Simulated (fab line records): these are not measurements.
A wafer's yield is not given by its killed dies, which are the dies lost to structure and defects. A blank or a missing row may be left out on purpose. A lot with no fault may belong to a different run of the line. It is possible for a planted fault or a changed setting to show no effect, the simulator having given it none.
Which tool was responsible? + flow nand harc + 12 lots, 36 wafers sampled, at 1 step of a route of 1159

WHAT THE GAUGES SHOWED, per wafer
NHARC_A_CHANNEL_HOLE_D1_INSPECT_12.
| lot  | measured     | on                | raw defect count |
|------|--------------|-------------------|------------------|
| L075 | day 8 08:58  | defect inspect-01 | 10 1 9           |
| L077 | day 9 00:55  | defect inspect-02 | 2 7 4            |
| L079 | day 9 14:16  | defect inspect-02 | 9 7 7            |
| L081 | day 9 22:53  | defect inspect-02 | 6 9 11           |
| L083 | day 10 14:59 | defect inspect-01 | 1 3 4            |
| L086 | day 11 14:32 | defect inspect-02 | 7 6 12           |
| L085 | day 11 15:49 | defect inspect-02 | 8 4 3            |
| L088 | day 12 05:07 | defect inspect-02 | 6 5 8            |
| L091 | day 12 16:02 | defect inspect-02 | 4 6 1            |
| L092 | day 12 17:49 | defect inspect-02 | 4 5 7            |
| L094 | day 13 05:58 | defect inspect-01 | 17 9 3           |
| L097 | day 14 01:16 | defect inspect-01 | 5 5 6            |

WHAT TOOL EACH LOT RAN ON (gives the tool, then ch and the chambers of the sampled wafers, and finally the start)
The record shows no process step preceding these readings.

THE ANSWER, worked out from the rows above alone
Rule: what is usual is taken from the lots themselves. Put in order of their means at a reading, lots are off if they are a third of the lots or fewer, leave a main group of 4 or more, and stand apart from it by a gap of 3 or more times the standard deviation of the main group's means; of several such gaps the widest counts. A main group whose means are all the same, to the digits that the tables above print for the reading, isn't used. Also off: a lot with no number at a reading for which 4 or more lots have one. Any other lot the step has rows for is counted as sound.
No lot is off on any of the readings shown, so nothing can be concluded from this.

WHAT THE SIMULATOR PUT IN
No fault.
